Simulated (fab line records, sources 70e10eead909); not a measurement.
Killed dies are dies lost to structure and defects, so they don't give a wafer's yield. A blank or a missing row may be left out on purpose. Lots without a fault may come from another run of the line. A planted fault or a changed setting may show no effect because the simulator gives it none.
Chamber matching | flow nand_harc | NHARC_P_CONTACT_STRIP_28 on rie_diel-01: 4 sister chambers
The step strips in O2. 39 wafers are shown with their chamber, then 12 later ones without.

WAFERS WITH THEIR CHAMBER
wafer  | chamber | drypump_motor_current_A (A) | oes_product_au (a.u.) | throttle_valve_pct (%)
L077.1 | 3       | 6.3                         | 1.023                 | 17.047
L077.4 | 2       | 5.7                         | 1.005                 | 17.035
L077.5 | 0       | 4.8                         | 1.016                 | 17.042
L079.1 | 1       | 6.3                         | 0.980                 | 17.054
L079.4 | 2       | 5.6                         | 0.988                 | 17.025
L079.6 | 3       | 6.3                         | 1.003                 | 17.043
L080.1 | 1       | 6.3                         | 0.983                 | 17.036
L080.2 | 3       | 6.3                         | 0.998                 | 17.041
L080.5 | 2       | 5.6                         | 0.991                 | 17.037
L081.1 | 1       | 6.3                         | 0.990                 | 17.034
L081.4 | 0       | 4.8                         | 1.021                 | 17.027
L081.6 | 2       | 5.7                         | 0.998                 | 17.030
L082.1 | 1       | 6.3                         | 0.982                 | 17.042
L082.3 | 2       | 5.7                         | 0.990                 | 17.019
L082.6 | 0       | 4.8                         | 1.033                 | 17.033
L083.2 | 1       | 6.4                         | 1.006                 | 17.041
L083.3 | 2       | 5.7                         | 0.987                 | 17.049
L083.4 | 0       | 4.8                         | 1.006                 | 17.030
L084.1 | 2       | 5.7                         | 0.981                 | 17.044
L084.2 | 3       | 6.3                         | 1.020                 | 17.035
L084.6 | 1       | 6.4                         | 1.012                 | 17.049
L087.1 | 0       | 4.8                         | 0.983                 | 17.033
L087.5 | 3       | 6.3                         | 1.013                 | 17.051
L087.6 | 0       | 4.8                         | 0.985                 | 17.017
L088.1 | 1       | 6.3                         | 0.989                 | 17.034
L088.4 | 3       | 6.3                         | 1.023                 | 17.036
L088.6 | 2       | 5.7                         | 0.988                 | 17.054
L089.2 | 2       | 5.6                         | 0.989                 | 17.054
L089.5 | 0       | 4.7                         | 0.986                 | 17.025
L089.6 | 1       | 6.3                         | 1.010                 | 17.037
L090.1 | 0       | 4.8                         | 0.991                 | 17.030
L090.4 | 2       | 5.7                         | 1.002                 | 17.032
L090.5 | 3       | 6.3                         | 1.013                 | 17.044
L091.1 | 1       | 6.3                         | 0.986                 | 17.034
L091.3 | 2       | 5.7                         | 1.010                 | 17.031
L091.4 | 0       | 4.8                         | 0.994                 | 17.050
L092.2 | 3       | 6.3                         | 1.029                 | 17.040
L092.3 | 1       | 6.3                         | 0.991                 | 17.030
L092.4 | 0       | 4.8                         | 1.000                 | 17.030

SIGNATURES (means of the wafers above)
reading                 | chamber 0 | chamber 1 | chamber 2 | chamber 3 | scatter within a chamber
drypump_motor_current_A | 4.790     | 6.320     | 5.673     | 6.300     | 0.0366
oes_product_au          | 1.00150   | 0.99290   | 0.99355   | 1.01525   | 0.0125
throttle_valve_pct      | 17.03170  | 17.03910  | 17.03727  | 17.04212  | 0.00894
Rule: a wafer's distance from a chamber is the root of the sum, over the readings, of the square of ((its reading less the chamber's mean) divided by the reading's scatter). The wafer belongs to the nearest chamber; if the next one is less than 2 further off, it can't be placed. The scatter: the root of (the sum of the squares of (reading less its chamber's mean) over the shown wafers, divided by (wafers less chambers)).

WAFERS WITHOUT THEIR CHAMBER
wafer  | drypump_motor_current_A (A) | oes_product_au (a.u.) | throttle_valve_pct (%)
L093.2 | 6.4                         | 1.020                 | 17.053
L093.4 | 4.8                         | 0.989                 | 17.051
L093.6 | 5.7                         | 0.991                 | 17.038
L094.1 | 6.3                         | 0.988                 | 17.039
L094.4 | 4.8                         | 0.991                 | 17.035
L094.6 | 6.3                         | 0.997                 | 17.025
L096.1 | 5.6                         | 0.997                 | 17.027
L096.3 | 4.8                         | 0.986                 | 17.038
L096.6 | 4.7                         | 0.979                 | 17.037
L097.1 | 5.7                         | 0.998                 | 17.043
L097.2 | 6.3                         | 1.009                 | 17.028
L097.3 | 6.3                         | 1.014                 | 17.042

WHICH CHAMBER EACH WENT THROUGH
wafer  | from the rows above     | in truth
L093.2 | can't be placed: 3 or 1 | 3
L093.4 | 0                       | 0
L093.6 | 2                       | 2
L094.1 | can't be placed: 1 or 3 | 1
L094.4 | 0                       | 0
L094.6 | can't be placed: 1 or 3 | 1
L096.1 | 2                       | 2
L096.3 | 0                       | 0
L096.6 | 0                       | 0
L097.1 | 2                       | 2
L097.2 | can't be placed: 3 or 1 | 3
L097.3 | can't be placed: 3 or 1 | 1
Placed correctly: 7 of 12. Can't be placed from these rows: 5 (the true chamber is among the candidates in 5). Placed wrongly: 0.
